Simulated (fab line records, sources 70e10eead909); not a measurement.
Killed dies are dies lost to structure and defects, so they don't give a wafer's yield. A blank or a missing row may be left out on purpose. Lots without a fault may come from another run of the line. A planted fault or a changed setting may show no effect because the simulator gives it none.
fab line records | flow nand_harc
record lots=13 wafers=39 last_day=34
route steps=1302 shown A_CHANNEL_HOLE_D1@478 A_DECK1_JOINT@542 A_ONON_D2@550
lots that met no fault: from a run of the same line without faults
start_h: hours from the record's first day to the start of the lot's first wafer shown | wait_h: hours since the lot's step before | " the same as in the row above | L1.1+2: a row that stands for several wafers | - no value, or no start given | * or withheld: withheld | < > ~ a bound
route shown NAME@n: a module of which the file shows steps, and the number in the route of the first | usual: mean/standard deviation of fault-free wafers | same: alike in all rows | chamber/n: place in a boat | sites: the reading at each site | _std_site: their standard deviation | _edge_site: outer sites' mean less inner sites' | radius_mm: how far each site lies from the wafer's centre | mask NAME#n: copy n | behind: the tool/chamber that last shaped the wafer | hold: why the lot was held/for how many hours/how that ended | device: the transistor (n, p or np) that didn't switch | end of line: the same wafers' tests at the end of the route | a step without rows: its recipe alone | killed: dies lost to structure and defects at the first sort, not the wafer's yield | map: a wafer's dies, x killed, . not, _ none there
set.NAME: the setting as run; set.NAME@STEP: as run at that earlier step | model.NAME: the simulator's own value behind a step, which no gauge read
steps of the route over a sample of lots; a table a step, a row a wafer
services: from which hour (start_h, from the record's first day; less than 0 if before it) a tool's chamber was out of use, for how many hours, and why
## steps
# step NHARC_A_CHANNEL_HOLE_D1_ETCH_26
# recipe bias_v=300 source_w=2000 pressure_mtorr=30 time_s=224.1 ar_flow_sccm=375 c4f8_flow_sccm=11.4 o2_flow_sccm=113.6 temp_c=-20 target_depth_a=3000 chemistry=C4F8/O2/Ar
# usual drypump_motor_current_A=6.1/0.52 o2_flow_sccm=113.6/0.33 showerhead_plenum_p_Torr=3.65/0.13 throttle_valve_pct=24.585/0.0091
# columns lot.wafer tool chamber start_h wait_h drypump_motor_current_A o2_flow_sccm rf_hours_counter_h showerhead_plenum_p_Torr throttle_valve_pct
L104.3 har_etch-02 0 201.54 1.0 5.3 113.7 - 3.60 24.577
L104.5 " 0 " " 5.3 113.9 - 3.60 24.594
L104.6 " 0 " " 5.3 113.7 - 3.60 24.587
L105.3 har_etch-02 0 209.87 1.0 5.3 114.2 - 3.59 24.575
L105.5 " 0 " " 5.3 114.0 - 3.59 24.585
L105.6 " 0 " " 5.3 113.8 - 3.59 24.589
L106.2 har_etch-02 0 226.15 0.6 5.3 113.6 329 3.59 24.579
L106.3 " 0 " " 5.3 113.7 - 3.59 24.571
L106.5 " 0 " " 5.3 113.5 - 3.59 24.565
L108.1 har_etch-02 0 244.42 0.7 5.3 113.8 336 3.58 24.591
L108.2 " 1 " " 6.1 113.7 321 3.56 24.589
L108.4 " 1 " " 6.1 113.3 - 3.56 24.573
L111.1 har_etch-01 1 269.13 0.6 6.6 113.5 137 3.75 24.587
L111.3 " 0 " " 6.4 112.9 - 3.60 24.582
L111.5 " 0 " " 6.4 113.7 - 3.60 24.586
L112.2 har_etch-02 1 284.25 0.6 6.1 113.8 344 3.55 24.583
L112.5 " 0 " " 5.3 113.5 - 3.57 24.583
L112.6 " 1 " " 6.1 113.6 - 3.55 24.581
L114.4 har_etch-02 1 295.75 0.5 6.1 113.5 - 3.55 24.595
L114.3 " 0 " " 5.3 113.6 - 3.57 24.583
L114.5 " 1 " " 6.1 113.6 - 3.55 24.589
L117.4 har_etch-02 0 327.75 0.5 5.3 112.7 - 3.56 24.579
L117.3 " 1 " " 6.1 113.7 - 3.54 24.580
L117.6 " 1 " " 6.1 113.8 - 3.54 24.594
L118.2 har_etch-01 1 328.67 0.7 6.6 113.9 171 3.73 24.612
L118.3 " 0 " " 6.5 114.3 - 3.58 24.581
L118.6 " 0 " " 6.4 113.8 - 3.58 24.603
L122.2 har_etch-01 0 370.33 0.7 6.4 113.2 198 3.56 24.586
L122.1 " 1 " " 6.6 113.3 198 3.72 24.585
L122.5 " 1 " " 6.6 113.6 - 3.72 24.565
L123.1 har_etch-02 0 397.81 0.6 5.3 113.8 4 3.99 24.587
L123.3 " 1 " " 6.1 113.3 - 3.99 24.598
L123.5 " 1 " " 6.1 113.8 - 3.99 24.578
L125.1 har_etch-01 0 406.67 0.7 6.4 113.1 221 3.55 24.581
L125.3 " 0 " " 6.4 113.4 - 3.55 24.584
L125.4 " 1 " " 6.6 113.4 - 3.71 24.578
L126.2 har_etch-02 1 419.99 0.6 6.0 113.7 23 3.98 24.588
L126.5 " 0 " " 5.3 113.6 - 3.98 24.585
L126.6 " 1 " " 6.1 113.4 - 3.98 24.581
# step NHARC_A_DECK1_JOINT_DEP_16
# recipe target_thk_a=450 temp_c=400 pressure_torr=6.5 rf_w=900 teos_flow_sccm=161.4 flow_sccm=2650 target_thk_nm=45 gas=O2 material=SiO2
# usual heater_power_outer_w=297/66 heater_power_w=534/93 rf_fwd_power_W=896/3 throttle_valve_pct=16.3/0.43
# columns lot.wafer tool chamber start_h wait_h heater_power_outer_w heater_power_w rf_fwd_power_W throttle_valve_pct
L104.3 pecvd-01 0 282.65 0.1 420 645 892 16.5
L104.6 " 2 " " 276 528 898 16.5
L104.5 " 0 " " 409 670 893 16.5
L105.3 pecvd-02 0 297.53 0.1 331 566 900 15.4
L105.5 " 0 " " 343 568 899 15.5
L105.6 " 1 " " 281 507 893 16.1
L106.3 pecvd-02 2 318.70 0.1 189 377 897 16.0
L106.2 " 0 " " 273 495 897 15.4
L106.5 " 1 " " 353 620 896 16.2
L108.1 pecvd-04 2 337.36 0.1 304 541 894 16.4
L108.2 " 0 " " 432 748 896 16.3
L108.4 " 0 " " 442 733 894 16.4
L111.1 pecvd-01 1 360.23 0.1 292 551 900 17.2
L111.3 " 0 " " 338 599 898 16.0
L111.5 " 2 " " 237 447 898 16.6
L112.2 pecvd-04 1 374.55 0.1 253 458 893 16.1
L112.5 " 2 " " 312 581 892 16.5
L112.6 " 0 " " 431 736 893 16.2
L114.3 pecvd-01 1 377.76 0.2 268 525 895 17.0
L114.5 " 1 " " 272 532 898 17.2
L114.4 " 2 " " 248 457 899 16.3
L117.3 pecvd-04 2 418.35 0.1 321 576 1003 16.5
L117.6 " 1 " " 264 482 1001 16.0
L117.4 " 0 " " 398 661 1004 16.6
L118.3 pecvd-04 0 418.53 0.2 344 607 1003 16.4
L118.2 " 1 " " 254 451 1001 16.2
L118.6 " 2 " " 293 552 1002 16.9
L122.2 pecvd-01 0 461.84 0.1 313 540 896 16.3
L122.1 " 2 " " 238 460 899 16.6
L122.5 " 2 " " 251 454 894 16.8
L123.1 pecvd-01 2 484.60 0.1 244 468 897 16.5
L123.3 " 0 " " 338 592 898 16.3
L123.5 " 0 " " 354 587 900 16.2
L125.1 pecvd-02 1 491.39 0.1 290 543 896 16.4
L125.3 " 2 " " 199 384 898 16.5
L125.4 " 1 " " 284 544 896 16.3
L126.2 pecvd-01 2 506.11 0.1 243 474 893 16.3
L126.6 " 0 " " 362 614 900 16.1
L126.5 " 1 " " 244 475 903 16.6
# step NHARC_A_ONON_D2_THK_MEAS_08
# recipe thk_meas_gauge=ellipsometry
# usual thk_nm=999/12
# columns lot.wafer tool chamber start_h wait_h thk_nm
L104.3 film_metro-01 - 284.64 - 995
L104.5 " - " " 996
L104.6 " - " " 997
L105.3 film_metro-01 - 299.55 - 986
L105.5 " - " " 986
L105.6 " - " " 986
L106.2 film_metro-01 - 320.73 - 981
L106.3 " - " " 980
L106.5 " - " " 983
L108.1 film_metro-01 - 339.37 - 1010
L108.2 " - " " 1009
L108.4 " - " " 1008
L111.1 film_metro-02 - 362.26 - 1012
L111.3 " - " " 1010
L111.5 " - " " 1012
L112.2 film_metro-01 - 376.52 - 1007
L112.5 " - " " 1006
L112.6 " - " " 1007
L114.3 film_metro-01 - 380.32 - 1004
L114.4 " - " " 1006
L114.5 " - " " 1005
L117.3 film_metro-02 - 420.34 - 997
L117.4 " - " " 998
L117.6 " - " " 997
L118.2 film_metro-01 - 420.52 - 1001
L118.3 " - " " 1000
L118.6 " - " " 1000
L122.1 film_metro-01 - 463.87 - 1003
L122.2 " - " " 1006
L122.5 " - " " 1002
L123.1 film_metro-01 - 486.59 - 1006
L123.3 " - " " 1005
L123.5 " - " " 1006
L125.1 film_metro-01 - 493.41 - 1002
L125.3 " - " " 1000
L125.4 " - " " 1001
L126.2 film_metro-02 - 508.08 - 989
L126.5 " - " " 987
L126.6 " - " " 989
# step NHARC_A_ONON_D2_THK_MEAS_11
# recipe thk_meas_gauge=ellipsometry
# usual thk_nm=1002/11
# columns lot.wafer tool chamber start_h wait_h thk_nm
L104.3 film_metro-01 - 285.19 - 993
L104.5 " - " " 994
L104.6 " - " " 992
L105.3 film_metro-01 - 300.12 - 1009
L105.5 " - " " 1007
L105.6 " - " " 1007
L106.2 film_metro-02 - 321.29 - 1009
L106.3 " - " " 1011
L106.5 " - " " 1009
L108.1 film_metro-02 - 339.94 - 1008
L108.2 " - " " 1010
L108.4 " - " " 1010
L111.1 film_metro-01 - 362.83 - 997
L111.3 " - " " 997
L111.5 " - " " 998
L112.2 film_metro-01 - 377.09 - 993
L112.5 " - " " 991
L112.6 " - " " 992
L114.3 film_metro-01 - 380.93 - 1014
L114.4 " - " " 1015
L114.5 " - " " 1010
L117.3 film_metro-02 - 420.91 - 1023
L117.4 " - " " 1019
L117.6 " - " " 1019
L118.2 film_metro-02 - 421.10 - 1004
L118.3 " - " " 1004
L118.6 " - " " 1004
L122.1 film_metro-02 - 464.43 - 999
L122.2 " - " " 1000
L122.5 " - " " 999
L123.1 film_metro-01 - 487.16 - 1010
L123.3 " - " " 1013
L123.5 " - " " 1012
L125.1 film_metro-01 - 493.98 - 1015
L125.3 " - " " 1016
L125.4 " - " " 1016
L126.2 film_metro-02 - 508.65 - 989
L126.5 " - " " 987
L126.6 " - " " 986
## services
# columns tool chamber start_h hours kind
pecvd-02 - 188.04 0.7 repair
har_etch-02 1 193.88 - consumable_replace:focus_ring
har_etch-02 1 193.88 17.0 scheduled_down
har_etch-02 1 193.88 17.0 vent_cycle
pecvd-01 1 201.88 6.4 repair
har_etch-01 - 209.52 1.1 repair
pecvd-02 - 227.00 13.0 pm
pecvd-01 - 255.51 1.1 repair
pecvd-04 - 269.00 13.0 pm
pecvd-01 - 311.00 13.0 pm
pecvd-02 2 329.30 8.8 repair
pecvd-01 0 362.57 9.0 repair
har_etch-02 - 377.00 17.0 pm
har_etch-02 0 377.00 17.0 vent_cycle
har_etch-02 1 377.00 17.0 vent_cycle
har_etch-02 0 394.00 - clean
har_etch-02 0 394.00 - consumable_replace:focus_ring
har_etch-02 0 394.00 - consumable_replace:showerhead
har_etch-02 1 394.00 - clean
pecvd-02 - 408.00 13.0 pm
pecvd-04 - 450.00 13.0 pm
pecvd-04 0 482.87 4.0 repair
pecvd-01 - 490.88 1.1 repair
pecvd-01 - 492.00 13.0 pm
## key
first_sign step=NHARC_A_DECK1_JOINT_DEP_16 reading=rf_fwd_power_W direction=up sigmas=35 usual=* struck=*
effect none on later readings
met_at NHARC_A_DECK1_JOINT_DEP_16
struck_lots L117,L118
tester_left_out L117,L118
not_acting_at NHARC_A_CHANNEL_HOLE_D1_ETCH_26,NHARC_A_ONON_D2_THK_MEAS_08,NHARC_A_ONON_D2_THK_MEAS_11
fault kind=process_parameter_drift tool=pecvd-04 chamber=- onset_h=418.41 steps=NHARC_A_DECK1_JOINT_DEP_16 channel=rf_w offset=* shape=step end_h=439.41 acts_in=* stated=*
# tester_left_out: of these lots the tester's yield and bins aren't shown, on N5 and GAA mostly nor the transistor test; their killed dies are dies lost to structure and defects alone, not to doping, threshold or leakage, so they don't give the yield
